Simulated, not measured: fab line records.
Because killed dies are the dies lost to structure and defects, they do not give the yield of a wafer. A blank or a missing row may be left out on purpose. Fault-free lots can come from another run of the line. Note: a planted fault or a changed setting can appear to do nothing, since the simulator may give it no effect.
A lot that was struck, set against a sound lot :: flow nand harc :: 29 steps out of a route of 1302
Sound: wafers L247.3, L247.4, L247.5. The struck wafers were L255.1, L255.4, L255.5. The cause is given at the end.
At each step with rows: each side's tool, then ch and its chambers, then its first start. Under that, the readings that differ: sound wafers :: struck wafers :: difference of the means :: sigmas: that difference in standard deviations of wafers without a fault.
alike: readings with means less than 2 such deviations apart, plus words and numbers identical on both sides. not compared: withheld readings, readings lacking a value on some wafer, bounds such as >300 that could conceal the same value, and numbers that have no deviation in the record and whose values overlap.
Wherever a step has rows on one side only, a row that says differs or no value, or a row with sigmas, the two part there. Numbers that have no deviation but don't overlap get no sigmas and don't part them. A reading missing from all wafers of one side parts the sides only when that side holds two or more wafers.

first, 1 step without rows for these wafers: NHARC_A_CONTACT_ETCH_131 (etches the open film in C4F8/O2/Ar, time 197 s, target depth 1918 nm).
NHARC_A_CONTACT_ETCH_132: etches the open film in C4F8/O2/Ar, time 197 s, target depth 1924 nm.
  sound on har cap etch-02 ch 0,1, day 23 19:56; struck on har cap etch-03 ch 0,1, day 26 14:32
  not compared: rf hours counter h
then, 2 steps without rows for these wafers: NHARC_A_CONTACT_ETCH_133 (etches the open film in C4F8/O2/Ar, time 374 s, target depth 1610 nm); NHARC_A_CONTACT_ETCH_91 (etches the open film in CH3F/O2, target depth 40 nm, time 85.7 s).
NHARC_A_CONTACT_ETCH_97: etches the open film in C4F6/O2, target depth 20 nm, time 10 s.
  sound on rie diel-02 ch 2,3; struck on rie diel-02 ch 0,1,2, day 26 15:38
  alike: drypump motor current A, oes product au, rf vpp V, showerhead plenum p Torr, throttle valve pct
  not compared: rf hours counter h
NHARC_A_CONTACT_CD_MEAS_80:
  struck on cd sem-03, day 26 15:43; sound on cd sem-02, day 23 21:05
  alike: cd nm
then, 4 steps without rows for these wafers: NHARC_A_CONTACT_STRIP_103 (strips in N2/H2); NHARC_A_CONTACT_STRIP_104 (strips in CF4/CHF3); NHARC_A_CONTACT_STRIP_105 (strips in O2/COS); NHARC_A_CONTACT_ETCH_106 (etches the open film in CF4/O2, target depth 90 nm, overetch 9 nm, time 49.5 s).
NHARC_A_CONTACT_STRIP_82: strips in O2.
  sound: rie diel-06 ch 0,2,3; struck: rie diel-02 ch 0,1,2
  alike: drypump motor current A, oes product au, rf vpp V, showerhead plenum p Torr, throttle valve pct
  not compared: rf hours counter h
then, 1 step without rows for these wafers: NHARC_A_CONTACT_STRIP_83 (strips in post etch residue remover, time 600 s).
NHARC_A_CONTACT_DEP_84: deposits aC, target thk 2800 nm.
  sound on acl dep-03 ch 0, day 24 00:49; struck on acl dep-01 ch 0, day 26 20:54
  alike: throttle valve pct
NHARC_A_CONTACT_DEP_85: deposits SiON, target thk 60 nm.
  sound on pecvd-02 ch 1,2, day 24 01:59; struck on pecvd-01 ch 0,1, day 26 22:40
  alike: heater power w, showerhead vpp V
then, 10 steps without rows for these wafers: NHARC_A_CONTACT_DEHYDRATE_00 (time 120 s); NHARC_A_CONTACT_HMDS_01 (time 30 s); NHARC_A_CONTACT_COAT_86 (time 75 s); NHARC_A_CONTACT_COAT_87 (time 65 s); NHARC_A_CONTACT_COAT_02 (resist thk 90 nm); NHARC_A_CONTACT_SOFTBAKE_03 (time 55 s); NHARC_A_CONTACT_EBR_04; NHARC_A_CONTACT_EXPOSE_05 (exposes mask A CC); NHARC_A_CONTACT_PEB_06 (peb time 65 s); NHARC_A_CONTACT_DEVELOP_07 (develop time 35 s).
NHARC_A_CONTACT_CD_MEAS_08 targets a cd of 200 nm.
  sound on cd sem-03 ch 0, day 24 02:35; struck on cd sem-01 ch 0, day 26 23:22
  alike: cd nm
NHARC_A_CONTACT_OVL_MEAS_09:
  struck on overlay-02, day 26 23:27; sound on overlay-01, day 24 02:40
  alike: overlay x nm, overlay y nm
NHARC_A_CONTACT_INSPECT_10:
  struck on defect inspect-02, day 26 23:29; sound on defect inspect-01, day 24 02:42
reading: raw defect count
sound: 105 110 97
struck: 565 594 599
difference: +482
sigmas: +12
NHARC_A_CONTACT_DESCUM_13: chemistry O2, time 3 s.
  sound on rie diel-06 ch 0,2,3, day 24 02:46; struck on rie diel-05 ch 0,1,3, day 26 23:32
reading: showerhead plenum p Torr (Torr)
sound: 1.83 1.94 1.78
struck: 2.07 2.04 2.05
difference: +0.20
sigmas: +2
  alike: drypump motor current A, oes product au, rf vpp V, throttle valve pct
  not compared: rf hours counter h
-- the record jumps here: 2 days lie between the struck wafers' starts before and after (it left off in module A_CONTACT and takes up again in module END, whose first step shown is number 1302 of the route) --
NHARC_END_SORT_01:
  sound on prober-02 ch 0, day 26 05:22; struck on prober-01 ch 0, day 29 06:01
reading: killed at array
sound: 72 74 63
struck: 132 136 141
difference: +67
sigmas: +4

reading: killed dies
sound: 73 77 64
struck: 140 141 148
difference: +72
sigmas: +4
  alike: killed at other, killed at periphery, killed open, killed short

## WHERE THEY PART
At NHARC_A_CONTACT_INSPECT_10 first; at NHARC_END_SORT_01 last (within this record only).

WHY: the cause the simulator had injected
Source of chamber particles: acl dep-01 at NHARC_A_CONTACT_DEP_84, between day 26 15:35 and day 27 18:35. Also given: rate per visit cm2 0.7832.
